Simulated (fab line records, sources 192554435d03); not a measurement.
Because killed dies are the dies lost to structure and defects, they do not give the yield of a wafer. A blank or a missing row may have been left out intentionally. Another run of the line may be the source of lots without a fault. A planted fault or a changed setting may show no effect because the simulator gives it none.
Which tool is to blame?    flow n5 finfet    24 lots with 72 wafers sampled at 6 steps, on a route of 1938 steps

WHAT EACH GAUGE READ, for each wafer
N5_BEOL_M5_INSPECT_13: inspects for defects (brightfield).
lot   measured      on                 raw defect count
L074  day 8 08:37   defect inspect-01  257 397 372
L075  day 8 11:43   defect inspect-02  360 457 408
L076  day 9 07:07   defect inspect-01  498 389 431
L078  day 9 11:12   defect inspect-02  502 450 535
L077  day 9 13:53   defect inspect-02  704 523 457
L079  day 9 16:33   defect inspect-02  420 420 330
L081  day 9 22:53   defect inspect-01  506 420 748
L080  day 10 01:13  defect inspect-02  405 369 440
L082  day 10 09:41  defect inspect-01  309 298 272
L083  day 10 23:59  defect inspect-01  439 540 419
L084  day 11 06:10  defect inspect-01  756 611 604
L085  day 11 06:13  defect inspect-02  353 260 316
L087  day 11 09:20  defect inspect-01  447 387 362
L086  day 11 14:29  defect inspect-02  470 436 352
L088  day 12 12:24  defect inspect-02  789 517 628
L090  day 12 15:26  defect inspect-01  260 346 413
L089  day 12 15:38  defect inspect-02  375 456 305
L091  day 12 21:14  defect inspect-02  363 519 389
L093  day 13 05:31  defect inspect-01  424 507 380
L092  day 13 11:58  defect inspect-02  284 446 198
L094  day 13 17:50  defect inspect-01  636 739 453
L095  day 13 21:11  defect inspect-02  377 348 320
L097  day 14 04:19  defect inspect-02  302 385 361
L096  day 14 06:28  defect inspect-02  442 486 334

N5_BEOL_M5_CD_MEAS_18: pitch 56 nm, target cd 28 nm.
lot   measured      on         cd nm (nm)
L074  day 8 09:10   cd sem-02  27.3 28.4 27.6
L075  day 8 12:15   cd sem-01  27.3 28.3 27.7
L076  day 9 07:34   cd sem-02  27.8 28.3 28.2
L078  day 9 11:42   cd sem-01  27.8 27.9 27.8
L077  day 9 14:22   cd sem-03  28.1 27.9 28.0
L079  day 9 17:01   cd sem-01  28.7 28.4 28.8
L081  day 9 23:22   cd sem-03  28.6 27.7 27.9
L080  day 10 01:45  cd sem-01  28.1 28.1 28.2
L082  day 10 10:25  cd sem-01  27.5 28.0 27.8
L083  day 11 00:28  cd sem-01  28.1 28.5 27.9
L084  day 11 06:38  cd sem-01  27.6 28.6 28.0
L085  day 11 06:50  cd sem-01  28.4 28.2 28.2
L087  day 11 09:49  cd sem-03  28.2 28.5 28.2
L086  day 11 14:57  cd sem-02  29.1 28.0 28.1
L088  day 12 12:52  cd sem-01  28.1 28.1 28.6
L090  day 12 15:55  cd sem-01  28.4 27.9 27.5
L089  day 12 16:08  cd sem-02  28.0 28.2 27.5
L091  day 12 22:14  cd sem-01  27.6 28.3 28.2
L093  day 13 07:25  cd sem-03  28.2 27.6 27.7
L092  day 13 12:50  cd sem-02  28.0 27.6 28.0
L094  day 13 19:00  cd sem-02  28.0 27.8 27.8
L095  day 13 22:03  cd sem-01  27.8 28.7 27.8
L097  day 14 04:47  cd sem-01  27.8 27.4 27.5
L096  day 14 06:58  cd sem-02  27.5 28.0 27.8

TOOL THAT RAN EACH LOT (tool first, then ch and the chambers of the sampled wafers, then the start)
lot   N5_BEOL_M4_STRIP_36                 N5_BEOL_M4_DEGAS_44           N5_BEOL_M4_SPUTTER_48         N5_BEOL_M5_ILD_DEP_00
L074  rie diel-01 ch 0,2,3, day 8 02:06   pvd sputter-02, day 8 02:54   pvd sputter-01, day 8 03:31   pecvd-04 ch 0,1,2, day 8 07:20
L075  rie diel-02 ch 2,3, day 8 03:13     pvd sputter-02, day 8 04:30   pvd sputter-03, day 8 05:47   pecvd-01 ch 0,1, day 8 09:40
L076  rie diel-01 ch 0,1, day 9 00:22     pvd sputter-03, day 9 00:51   pvd sputter-02, day 9 01:29   pecvd-04 ch 0,1, day 9 05:19
L078  rie diel-06 ch 1,2,3, day 9 03:20   pvd sputter-03, day 9 03:43   pvd sputter-01, day 9 04:20   pecvd-02 ch 0,2, day 9 09:36
L077  rie diel-01 ch 0,1,2, day 9 06:52   pvd sputter-03, day 9 07:14   pvd sputter-03, day 9 07:59   pecvd-02 ch 1,2, day 9 11:48
L079  rie diel-06 ch 1,2, day 9 07:00     pvd sputter-03, day 9 07:23   pvd sputter-02, day 9 09:29   pecvd-04 ch 0,1,2, day 9 13:23
L081  rie diel-02 ch 1,2,3, day 9 13:43   pvd sputter-02, day 9 15:52   pvd sputter-01, day 9 16:32   pecvd-01 ch 0,2, day 9 20:23
L080  rie diel-06 ch 1,3, day 9 18:26     pvd sputter-01, day 9 18:56   pvd sputter-02, day 9 19:33   pecvd-04 ch 1,2, day 9 23:29
L082  rie diel-06 ch 1,2,3, day 10 01:43  pvd sputter-03, day 10 02:39  pvd sputter-02, day 10 03:34  pecvd-02 ch 1,2, day 10 07:56
L083  rie diel-02 ch 0,1,3, day 10 16:28  pvd sputter-02, day 10 17:13  pvd sputter-02, day 10 17:55  pecvd-04 ch 0,1,2, day 10 21:59
L084  rie diel-01 ch 0,1,3, day 10 20:03  pvd sputter-02, day 10 20:34  pvd sputter-03, day 10 21:59  pecvd-04 ch 0,1,2, day 11 02:11
L085  rie diel-02 ch 0,1,3, day 10 23:04  pvd sputter-01, day 10 23:47  pvd sputter-02, day 11 00:22  pecvd-02 ch 1,2, day 11 04:11
L087  rie diel-02 ch 0,2,3, day 11 02:03  pvd sputter-02, day 11 02:38  pvd sputter-02, day 11 03:22  pecvd-02 ch 0,2, day 11 07:11
L086  rie diel-01 ch 0,1, day 11 05:06    pvd sputter-02, day 11 05:52  pvd sputter-02, day 11 06:29  pecvd-01 ch 0,1,2, day 11 10:24
L088  rie diel-06 ch 0,2,3, day 12 04:39  pvd sputter-03, day 12 05:14  pvd sputter-02, day 12 06:40  pecvd-02 ch 0,1, day 12 10:29
L090  rie diel-02 ch 0,1,2, day 12 07:19  pvd sputter-01, day 12 08:35  pvd sputter-01, day 12 09:13  pecvd-04 ch 1,2, day 12 13:04
L089  rie diel-02 ch 0,2,3, day 12 08:16  pvd sputter-02, day 12 09:01  pvd sputter-02, day 12 09:50  pecvd-02 ch 0,1, day 12 13:47
L091  rie diel-06 ch 0,1,3, day 12 14:23  pvd sputter-01, day 12 15:07  pvd sputter-03, day 12 15:56  pecvd-04 ch 0,2, day 12 19:45
L093  rie diel-02 ch 1,2,3, day 12 20:05  pvd sputter-02, day 12 20:34  pvd sputter-01, day 12 23:17  pecvd-01 ch 1,2, day 13 03:28
L092  rie diel-01 ch 2,3, day 13 04:12    pvd sputter-02, day 13 05:06  pvd sputter-03, day 13 05:44  pecvd-01 ch 0,1,2, day 13 09:34
L094  rie diel-01 ch 1,2,3, day 13 11:15  pvd sputter-01, day 13 11:58  pvd sputter-01, day 13 12:37  pecvd-02 ch 0,2, day 13 16:26
L095  rie diel-01 ch 0,1,3, day 13 11:40  pvd sputter-02, day 13 12:21  pvd sputter-01, day 13 14:28  pecvd-04 ch 0,2, day 13 18:40
L097  rie diel-01 ch 0,1,2, day 13 20:57  pvd sputter-03, day 13 21:22  pvd sputter-02, day 13 21:58  pecvd-01 ch 0,1,2, day 14 01:47
L096  rie diel-06 ch 1,2,3, day 14 00:23  pvd sputter-02, day 14 00:51  pvd sputter-02, day 14 01:27  pecvd-04 ch 0,1,2, day 14 05:16
- N5_BEOL_M4_STRIP_36: strips in N2/H2.
- N5_BEOL_M4_DEGAS_44: time 60 s.
- N5_BEOL_M4_SPUTTER_48: material Cu, target thk 4.5 nm, time 8.29 s.
- N5_BEOL_M5_ILD_DEP_00: deposits SiCOH lowk from DEMS/porogen, target thk 140.64 nm, time 25.9 s.

AS READ BY THE TOOLS THEMSELVES (means over the sampled wafers that have a number; for cases with no such wafer, the mark the record gives instead)
N5_BEOL_M4_STRIP_36.
lot   tool         drypump motor current A (A)  oes product au (a.u.)  rf vpp V (V)  showerhead plenum p Torr (Torr)  throttle valve pct (%)
L074  rie diel-01  5.70                         0.76                   58.2          2.45                             23.7
L075  rie diel-02  5.61                         0.84                   57.4          2.51                             23.2
L076  rie diel-01  5.60                         0.91                   59.4          2.59                             24.1
L078  rie diel-06  5.47                         0.87                   59.8          2.57                             23.6
L077  rie diel-01  5.71                         0.84                   59.1          2.52                             23.9
L079  rie diel-06  5.41                         0.89                   58.8          2.60                             23.4
L081  rie diel-02  5.68                         0.84                   59.1          2.57                             23.2
L080  rie diel-06  5.51                         0.83                   60.0          2.53                             23.8
L082  rie diel-06  5.47                         0.86                   60.0          2.57                             23.6
L083  rie diel-02  5.87                         0.82                   59.8          2.60                             23.4
L084  rie diel-01  5.58                         0.88                   59.8          2.61                             23.7
L085  rie diel-02  5.89                         0.81                   60.5          2.60                             23.4
L087  rie diel-02  5.81                         0.80                   58.6          2.53                             23.4
L086  rie diel-01  5.61                         0.87                   60.1          2.59                             24.1
L088  rie diel-06  5.38                         0.78                   60.4          2.47                             23.9
L090  rie diel-02  5.65                         0.86                   58.7          2.60                             23.5
L089  rie diel-02  5.82                         0.80                   58.2          2.52                             23.4
L091  rie diel-06  5.67                         0.79                   61.1          2.51                             23.8
L093  rie diel-02  5.68                         0.81                   59.1          2.57                             23.2
L092  rie diel-01  5.63                         0.84                   59.4          2.60                             23.2
L094  rie diel-01  5.64                         0.83                   58.1          2.58                             23.6
L095  rie diel-01  5.57                         0.85                   60.1          2.60                             23.7
L097  rie diel-01  5.69                         0.79                   59.4          2.51                             24.0
L096  rie diel-06  5.46                         0.81                   59.7          2.55                             23.7

N5_BEOL_M4_DEGAS_44.
lot   tool            heater power w (W)
L074  pvd sputter-02  353
L075  pvd sputter-02  355
L076  pvd sputter-03  334
L078  pvd sputter-03  354
L077  pvd sputter-03  352
L079  pvd sputter-03  336
L081  pvd sputter-02  350
L080  pvd sputter-01  343
L082  pvd sputter-03  336
L083  pvd sputter-02  421
L084  pvd sputter-02  354
L085  pvd sputter-01  345
L087  pvd sputter-02  307
L086  pvd sputter-02  305
L088  pvd sputter-03  338
L090  pvd sputter-01  341
L089  pvd sputter-02  360
L091  pvd sputter-01  340
L093  pvd sputter-02  303
L092  pvd sputter-02  346
L094  pvd sputter-01  332
L095  pvd sputter-02  408
L097  pvd sputter-03  338
L096  pvd sputter-02  360

N5_BEOL_M4_SPUTTER_48.
lot   tool            throttle valve pct (%)
L074  pvd sputter-01  29.1
L075  pvd sputter-03  30.9
L076  pvd sputter-02  29.2
L078  pvd sputter-01  28.3
L077  pvd sputter-03  30.8
L079  pvd sputter-02  29.7
L081  pvd sputter-01  29.2
L080  pvd sputter-02  29.3
L082  pvd sputter-02  29.4
L083  pvd sputter-02  28.6
L084  pvd sputter-03  30.8
L085  pvd sputter-02  29.5
L087  pvd sputter-02  28.7
L086  pvd sputter-02  28.8
L088  pvd sputter-02  29.1
L090  pvd sputter-01  29.5
L089  pvd sputter-02  29.2
L091  pvd sputter-03  31.0
L093  pvd sputter-01  29.1
L092  pvd sputter-03  30.6
L094  pvd sputter-01  28.7
L095  pvd sputter-01  28.3
L097  pvd sputter-02  30.1
L096  pvd sputter-02  29.5

N5_BEOL_M5_ILD_DEP_00.
lot   tool      chamber pressure Torr (Torr)  heater power w (W)  rf fwd power W (W)  showerhead plenum p Torr (Torr)  throttle valve pct (%)
L074  pecvd-04  4.990                         348                 494.7               5.744                            13.7
L075  pecvd-01  4.997                         329                 496.2               5.757                            14.7
L076  pecvd-04  5.001                         371                 492.0               5.727                            12.9
L078  pecvd-02  5.004                         290                 495.5               5.735                            13.1
L077  pecvd-02  5.005                         284                 493.5               5.729                            13.9
L079  pecvd-04  4.997                         354                 492.3               5.741                            13.7
L081  pecvd-01  4.994                         336                 496.5               5.764                            14.0
L080  pecvd-04  4.991                         382                 492.5               5.724                            12.9
L082  pecvd-02  4.996                         312                 494.5               5.733                            13.9
L083  pecvd-04  4.996                         351                 492.8               5.742                            13.6
L084  pecvd-04  5.012                         307                 492.7               5.742                            13.5
L085  pecvd-02  4.999                         248                 495.8               5.731                            13.5
L087  pecvd-02  5.002                         324                 495.4               5.754                            13.6
L086  pecvd-01  5.004                         331                 494.4               5.743                            14.1
L088  pecvd-02  5.009                         345                 494.6               5.729                            14.2
L090  pecvd-04  4.998                         379                 493.7               5.733                            13.5
L089  pecvd-02  4.991                         345                 495.8               5.742                            14.1
L091  pecvd-04  4.987                         339                 493.9               5.750                            14.2
L093  pecvd-01  5.002                         311                 494.3               5.737                            13.6
L092  pecvd-01  5.006                         298                 496.9               5.747                            14.2
L094  pecvd-02  5.000                         286                 496.2               5.745                            13.3
L095  pecvd-04  5.001                         347                 494.5               5.744                            14.2
L097  pecvd-01  4.996                         335                 495.8               5.744                            14.3
L096  pecvd-04  4.998                         338                 494.6               5.738                            13.8

THE ANSWER, worked out from the rows above alone
Rule: what is usual is taken from the lots themselves. The widest of any qualifying gaps counts: lots, ordered by their means at a reading, are off when they make up no more than a third of the lots, leave a main group of 4 or more, and stand apart from it by 3 or more times the standard deviation of that group's means. A main group is skipped when, at the precision printed for the reading in the tables above, its means are all equal. A lot without any number at a reading at which 4 lots or more have one is off too. All remaining lots with rows at the step are treated as sound. After the gauges, taken in route order, come the tools' own readings; for these a lot's mean is taken, as printed above. At the first step where some lot is off, the reading lying furthest off is the one used; lots without a number count as furthest.
Nothing can be told from this: no lot is off at any reading shown.

WHAT THE SIMULATOR HAD INSERTED
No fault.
